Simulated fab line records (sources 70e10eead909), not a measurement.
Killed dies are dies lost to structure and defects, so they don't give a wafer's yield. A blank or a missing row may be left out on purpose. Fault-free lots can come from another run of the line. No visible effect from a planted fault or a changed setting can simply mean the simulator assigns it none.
Comparing a struck lot with a sound one | flow nand-harc | 21 steps out of a route of 1302
Sound: wafers L176.1, L176.4, L176.6. The struck wafers were L181.3, L181.4, L181.5. The cause is given at the end.
Each step with rows lists, per side, the tool, then ch with its chambers, then its first start. Under that, the readings that differ: sound wafers | struck wafers | difference of the means | sigmas: that difference in standard deviations of wafers without a fault.
alike: readings with means less than 2 such deviations apart, plus words and numbers identical on both sides. not compared: withheld readings, readings lacking a value on some wafer, bounds such as >300 that could conceal the same value, and numbers that have no deviation in the record and whose values overlap.
A row with sigmas, a row that says differs or no value, or rows on one side alone: a step with any of these is where the two part. When numbers do not overlap yet have no deviation, they are printed without sigmas and do not part them. A reading missing from all wafers of one side parts the sides only when that side holds two or more wafers.

NHARC_A_BLC_CMP_25: polishes, t overpolish 30 s, target thk 150 nm.
  sound on cmp-02 ch 0,2, day 23 20:47; struck on cmp-03 ch 1,2,3, day 25 16:52
  alike: motor-current-A, overpolish-run-s, time-to-endpoint-s
next, for these wafers, 1 step has no rows: NHARC_A_BLC_SRD_27.
NHARC_A_BLC_INSPECT_28:
  sound on defect-inspect-02, day 23 21:11; struck on defect-inspect-01, day 25 17:15
  reading          | sound       | struck      | difference | sigmas
  raw-defect-count | 583 531 793 | 447 344 369 | -249       | -2
then, 8 steps without rows for these wafers: NHARC_A_M0_DEP_00 (deposits SiOC, target thk 150 nm); NHARC_A_M0_DEHYDRATE_01 (time 120 s); NHARC_A_M0_HMDS_02 (time 30 s); NHARC_A_M0_COAT_33 (time 65 s); NHARC_A_M0_COAT_03 (resist thk 90 nm); NHARC_A_M0_SOFTBAKE_04 (time 55 s); NHARC_A_M0_EBR_05; NHARC_A_M0_EXPOSE_06 (exposes mask A M0, target cd 80 nm).
NHARC_A_M0_PEB_07: peb time 65 s.
  sound on litho-track-01 ch 0, day 23 22:01; struck on litho-track-01 ch 0, day 25 18:06
then, 1 step without rows for these wafers: NHARC_A_M0_DEVELOP_08 (develop time 35 s).
NHARC_A_M0_CD_MEAS_09: the cd target is 80 nm.
  sound on cd-sem-03 ch 0, day 23 22:05; struck on cd-sem-02 ch 0, day 25 18:11
  reading    | sound          | struck         | difference | sigmas
  cd-nm (nm) | 78.8 80.0 79.0 | 82.2 81.3 81.1 | +2.3       | +3
NHARC_A_M0_OVL_MEAS_10: pitch 160 nm.
  sound on overlay-01, day 23 22:10; struck on overlay-01, day 25 18:16
  alike: overlay-x-nm, overlay-y-nm
NHARC_A_M0_INSPECT_11:
  sound on defect-inspect-01, day 23 22:13; struck on defect-inspect-01, day 25 18:19
  reading          | sound       | struck   | difference | sigmas
  raw-defect-count | 114 113 105 | 28 39 38 | -76        | -2
NHARC_A_M0_DESCUM_14: chemistry O2, time 3 s.
  sound on rie-diel-09 ch 1,2,3, day 23 22:16; struck on rie-diel-12 ch 0,1,3, day 25 18:23
  reading               | sound             | struck            | difference | sigmas
  model.A_M0.cd-nm (nm) | 78.76 79.89 78.91 | 82.23 81.33 82.13 | +2.71      |
  alike: drypump-motor-current-A, oes-product-au, rf-vpp-V, showerhead-plenum-p-Torr, throttle-valve-pct
  not compared: rf-hours-counter-h
NHARC_A_M0_ETCH_34: etches the open film in N2/H2, target depth 40 nm, overetch 12 nm, time 43.94 s.
  sound on rie-diel-09 ch 0,1,2, day 23 22:22; struck on rie-diel-12 ch 0,1,3, day 25 18:27
  alike: drypump-motor-current-A, oes-product-au, rf-vpp-V, showerhead-plenum-p-Torr, throttle-valve-pct
  not compared: rf-hours-counter-h
NHARC_A_M0_ETCH_15: etches the open film in C4F8/Ar, target depth 150 nm, overetch 15 nm, time 82.5 s.
  sound on rie-diel-09 ch 1,2,3; struck on rie-diel-12 ch 0,1,3
  reading               | sound             | struck            | difference | sigmas
  model.A_M0.cd-nm (nm) | 79.13 79.14 78.36 | 82.28 80.95 82.17 | +2.92      |
  alike: oes-product-au, rf-vpp-V
  not compared: rf-hours-counter-h
NHARC_A_M0_CD_MEAS_16:
  sound on cd-sem-03, day 23 22:34; struck on cd-sem-01, day 25 18:40
  reading    | sound          | struck         | difference | sigmas
  cd-nm (nm) | 79.0 79.1 78.1 | 82.0 80.9 82.0 | +2.9       | +3
NHARC_END_SORT_01:
  only the struck wafers appear in the record here, on prober-01 ch 0 at day 27 11:40; the sound ones have no rows

WHERE THEY PART
First at NHARC_A_BLC_INSPECT_28; last, within this record, at NHARC_END_SORT_01.

WHY: what had been put in by the simulator
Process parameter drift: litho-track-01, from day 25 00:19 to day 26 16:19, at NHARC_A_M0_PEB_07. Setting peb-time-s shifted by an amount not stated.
